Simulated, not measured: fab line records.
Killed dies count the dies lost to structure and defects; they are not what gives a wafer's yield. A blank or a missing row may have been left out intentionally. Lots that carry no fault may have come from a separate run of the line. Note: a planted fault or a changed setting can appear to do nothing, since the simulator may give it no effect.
Comparing a struck lot with a sound one    flow n5 finfet    14 steps out of a route of 1938
Sound: the wafers L556.2, L556.5, L556.6. The struck wafers were L559.1, L559.4, L559.5. The cause comes at the end.
At each step with rows: each side's tool, then ch and its chambers, then its first start. Under that, the readings that differ: sound wafers    struck wafers    difference of the means    sigmas: that difference in standard deviations of wafers without a fault.
alike: readings whose means differ by less than 2 such deviations, and words and numbers that are the same on both sides. not compared: withheld readings, readings that some wafer has no value for, bounds like >300 that may hide the same value, and numbers for which the record gives no deviation and whose values overlap.
Wherever a step has rows on one side only, a row that says differs or no value, or a row with sigmas, the two part there. Non-overlapping numbers with no deviation appear without sigmas and do not part them. A reading that every wafer of one side lacks parts them only if that side has two wafers or more.

first, 2 steps without rows for these wafers: N5_BEOL_M13_PRECLEAN_39 (cleans in residue remover, time 60 s); N5_BEOL_M13_SRD_40 (time 30 s, dry time 30 s).
N5_BEOL_M13_DEGAS_41: time 60 s.
  struck on pvd sputter-01, day 14 05:47; sound on pvd sputter-01, day 12 23:00
  alike: heater power w
N5_BEOL_M13_PRE_CLEAN_42: time 30 s.
  struck on pvd sputter-01, day 14 05:50; sound on pvd sputter-01, day 12 23:02
  alike: heater power w
then, 1 step without rows for these wafers: N5_BEOL_M13_SPUTTER_43 (material TaN, target thk 15 nm, time 24.19 s).
N5_BEOL_M13_SPUTTER_44: material Ta, target thk 10 nm, time 16.13 s.
  struck on pvd sputter-01, day 14 05:57; sound on pvd sputter-01, day 12 23:10
  alike: throttle valve pct
N5_BEOL_M13_SPUTTER_45: material Cu, target thk 80 nm, time 13.33 s.
  struck on pvd sputter-01, day 14 06:02; sound on pvd sputter-01, day 12 23:14
  alike: chuck gas flow sccm, throttle valve pct
then, 1 step without rows for these wafers: N5_BEOL_M13_ECD_47 (material Cu, target thk 936 nm).
N5_BEOL_M13_ANNEAL_48: time 90 s.
  sound on rtp anneal-02 ch 0, day 12 23:34; struck on rtp anneal-02 ch 0, day 14 06:21
  alike: wafer_temp_C_max
then, 1 step without rows for these wafers: N5_BEOL_M13_CMP_49 (polishes, stops on SiOC, t overpolish 17.1 s, target thk 420 nm).
N5_BEOL_M13_THK_MEAS_50: measures by xrf.
  struck on film metro-02, day 14 06:56; sound on film metro-01, day 13 00:07
  alike: M13_THK
then, 1 step without rows for these wafers: N5_BEOL_M13_PRE_CLEAN_52 (time 15 s).
N5_BEOL_M13_DEP_53: deposits SiCN from 3MS/NH3, target thk 50 nm, time 17.8 s.
  sound on pecvd-04 ch 0,1,2, day 13 00:10; struck on pecvd-02 ch 1,2, day 14 07:01
reading                                    sound         struck      difference  sigmas
model.SiCN_of_BEOL_M13_DEP_53.thk nm (nm)  49.2 51.2 51  52.6 54 54  +3.1        
  alike: showerhead plenum p Torr, throttle valve pct
N5_BEOL_M13_RS_MEAS_54: a four-point-probe measurement.
  struck on film metro-01, day 14 07:04; sound on film metro-01, day 13 00:14
  alike: M13_RS

== WHERE THEY PART ==
Nowhere in this record.

WHY: what the simulator had put in
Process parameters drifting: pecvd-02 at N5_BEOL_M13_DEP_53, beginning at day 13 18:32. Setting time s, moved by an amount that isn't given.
